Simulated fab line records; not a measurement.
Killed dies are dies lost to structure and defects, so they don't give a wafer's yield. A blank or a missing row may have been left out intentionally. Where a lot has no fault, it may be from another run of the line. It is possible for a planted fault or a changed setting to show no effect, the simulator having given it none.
A lot that was struck, set against a sound lot :: flow n5Finfet :: 14 out of 1938 route steps
Sound: wafers L656.3, L656.5, L656.6. Wafers L660.2, L660.4, L660.5 were the ones struck. The cause is named last.
At each step with rows: each side's tool, then ch and its chambers, then its first start. Under that, the readings that differ: sound wafers :: struck wafers :: difference of the means :: sigmas: that difference in standard deviations of wafers without a fault.
alike: words and numbers the same on both sides, and readings whose means are apart by under 2 such deviations; not compared: readings that were withheld, readings missing a value for some wafer, numbers with overlapping values and no deviation given by the record, and bounds like >300 which may hide the same value.
A row with sigmas, a row that says differs or no value, or rows on one side alone: a step with any of these is where the two part. When numbers do not overlap yet have no deviation, they are printed without sigmas and do not part them. Lack of a reading on every wafer of one side parts them only where that side has two or more wafers.

N5_MOL_CONTACT_COAG_INSPECT_97: inspects for defects (darkfield).
  sound on defectInspect-02, day 7 16:38; struck on defectInspect-01, day 8 22:20
  alike: rawDefectCount
then, 3 steps without rows for these wafers: N5_BEOL_M0_SAQP_PECVD_00 (deposits SiCN from 3MS/NH3, target thk 8 nm, time 14 s); N5_BEOL_M0_SAQP_ILD_DEP_01 (deposits SiOC from DEMS/O2, target thk 45.419 nm, time 8.7 s); N5_BEOL_M0_SAQP_HM_DEP_02 (deposits TiN, target thk 12 nm).
N5_BEOL_M0_SAQP_PECVD_03: deposits SiCN from 3MS/NH3, target thk 12 nm, time 21.1 s.
  sound on pecvd-04 ch 0,2, day 7 18:08; struck on pecvd-03 ch 1,2, day 9 00:42
  alike: showerheadPlenumPTorr, throttleValvePct
N5_BEOL_M0_SAQP_PECVD_96: deposits a-Si from SiH4/He, target thk 45 nm, time 45.2 s.
  sound on pecvd-04 ch 0,2, day 7 18:10; struck on pecvd-03 ch 1,2, day 9 00:44
  alike: heaterPowerOuterW, heaterPowerW, showerheadPlenumPTorr, throttleValvePct
N5_BEOL_M0_SAQP_PECVD_97: deposits SiNx from SiH4/NH3/N2, target thk 23 nm, time 19.9 s.
  sound on pecvd-04 ch 0,2, day 7 18:12; struck on pecvd-03 ch 1,2, day 9 00:46
  alike: heaterPowerOuterW, heaterPowerW, showerheadPlenumPTorr, throttleValvePct
N5_BEOL_M0_SAQP_PECVD_04: deposits a-Si from SiH4/He, target thk 60 nm, time 60.2 s.
  sound on pecvd-04 ch 0,2, day 7 18:14; struck on pecvd-03 ch 1,2, day 9 00:49
  alike: heaterPowerOuterW, heaterPowerW, showerheadPlenumPTorr, throttleValvePct
N5_BEOL_M0_SAQP_THK_MEAS_05:
  sound on filmMetro-01, day 7 18:20; struck on filmMetro-01, day 9 00:55
  alike: thkNm
N5_BEOL_M0_SAQP_HM_DEP_111: deposits SiO2 from SiH4/N2O, target thk 12 nm, time 7.2 s.
  sound on pecvd-03 ch 0,1, day 7 18:22; struck on pecvd-02 ch 0,2, day 9 00:57
  alike: heaterPowerOuterW, heaterPowerW, showerheadPlenumPTorr
then, 1 step without rows for these wafers: N5_BEOL_M0_SAQP_COAT_81 (time 60 s, resist thk 100 nm).
N5_BEOL_M0_SAQP_COAT_82: time 60 s, resist thk 30 nm.
  sound on lithoTrack-01 ch 0, day 7 18:27; struck on lithoTrack-01 ch 0, day 9 01:02
reading: heaterPowerTotalW (W)
sound: 429.5 429.3 426.9
struck: 490.8 495.5 493.1
difference: +64.6
sigmas: +29

reading: plateTempC (C)
sound: 220.11 219.82 219.72
struck: - - -
difference: no value on the struck wafers
sigmas: 

reading: runLengthS (s)
sound: 66.00 65.97 65.98
struck: 53.12 53.22 53.58
difference: -12.68
sigmas: -55
  alike: dispensePressureKPa, exhaustPa
then, 1 step without rows for these wafers: N5_BEOL_M0_SAQP_COAT_08 (resist thk 90 nm).
-- a jump in the record: the struck wafers' starts before and after are 4 days apart (it breaks off in module BEOL_M0_SAQP and resumes in module BEOL_M4, where the first step shown is number 1111 of the route) --
N5_BEOL_M4_RC_MEAS_101:
  sound on prober-01 ch 0, day 10 19:36; struck on prober-02 ch 0, day 12 19:47
  alike: DIBL_N, DIBL_P, IOFF_N, IOFF_P, ION_N, ION_P, SS_N, SS_P, VT_N, VT_P

== WHERE THEY PART ==
Only at N5_BEOL_M0_SAQP_COAT_82, within this record. Later steps at which nothing parts them and some readings are alike: N5_BEOL_M4_RC_MEAS_101.

WHY: the cause the simulator had injected
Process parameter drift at N5_BEOL_M0_SAQP_COAT_82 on lithoTrack-01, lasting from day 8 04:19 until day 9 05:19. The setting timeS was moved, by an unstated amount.
